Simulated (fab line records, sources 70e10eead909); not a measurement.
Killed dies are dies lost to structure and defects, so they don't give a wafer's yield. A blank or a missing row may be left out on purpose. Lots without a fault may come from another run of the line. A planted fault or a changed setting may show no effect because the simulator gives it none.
Chamber matching | flow nand_harc | NHARC_P_M1_ETCH_35 on rie_diel-07: 4 sister chambers
The step etches the open film in N2/H2, target depth 40 nm, overetch 12 nm, time 43.94 s. 16 wafers are shown with their chamber, then 8 later ones without.

WAFERS WITH THEIR CHAMBER
wafer  | chamber | drypump_motor_current_A (A) | rf_vpp_V (V) | oes_product_au (a.u.)
L074.1 | 3       | 5.4                         | 436.0        | 1.002
L074.5 | 2       | 5.7                         | 433.4        | 1.002
L074.6 | 1       | 6.0                         | 433.0        | 1.003
L075.2 | 3       | 5.4                         | 436.1        | 1.011
L075.3 | 0       | 5.2                         | 433.6        | 0.998
L075.6 | 1       | 6.0                         | 432.8        | 0.995
L077.1 | 2       | 5.6                         | 432.1        | 0.992
L077.4 | 1       | 6.0                         | 434.2        | 0.990
L077.6 | 0       | 5.2                         | 433.8        | 0.996
L079.4 | 0       | 5.2                         | 434.9        | 1.004
L079.5 | 0       | 5.2                         | 435.8        | 1.001
L079.6 | 3       | 5.4                         | 435.0        | 1.007
L084.1 | 3       | 5.4                         | 435.9        | 1.006
L084.3 | 1       | 6.0                         | 433.8        | 0.998
L084.5 | 3       | 5.4                         | 434.2        | 0.995
L091.1 | 1       | 6.0                         | 434.1        | 0.992

SIGNATURES (means of the wafers above)
reading                 | chamber 0 | chamber 1 | chamber 2 | chamber 3 | scatter within a chamber
drypump_motor_current_A | 5.200     | 6.000     | 5.650     | 5.400     | 0.0204
rf_vpp_V                | 434.525   | 433.580   | 432.750   | 435.440   | 0.833
oes_product_au          | 0.99975   | 0.99560   | 0.99700   | 1.00420   | 0.00531
Rule: a wafer's distance from a chamber is the root of the sum, over the readings, of the square of ((its reading less the chamber's mean) divided by the reading's scatter). The wafer belongs to the nearest chamber; if the next one is less than 2 further off, it can't be placed. The scatter: the root of (the sum of the squares of (reading less its chamber's mean) over the shown wafers, divided by (wafers less chambers)).

WAFERS WITHOUT THEIR CHAMBER
wafer  | drypump_motor_current_A (A) | rf_vpp_V (V) | oes_product_au (a.u.)
L091.3 | 5.4                         | 433.9        | 1.006
L091.4 | 5.2                         | 433.8        | 1.006
L094.1 | 5.6                         | 432.6        | 0.988
L094.5 | 5.6                         | 433.1        | 1.008
L094.6 | 5.4                         | 435.4        | 0.993
L097.3 | 5.2                         | 435.0        | 0.995
L097.4 | 6.1                         | 433.1        | 1.000
L097.6 | 5.2                         | 432.9        | 0.990

WHICH CHAMBER EACH WENT THROUGH
wafer  | from the rows above | in truth
L091.3 | 3                   | 3
L091.4 | 0                   | 0
L094.1 | 2                   | 2
L094.5 | 2                   | 2
L094.6 | 3                   | 3
L097.3 | 0                   | 0
L097.4 | 1                   | 1
L097.6 | 0                   | 0
Placed correctly: 8 of 8. Can't be placed from these rows: 0. Placed wrongly: 0.
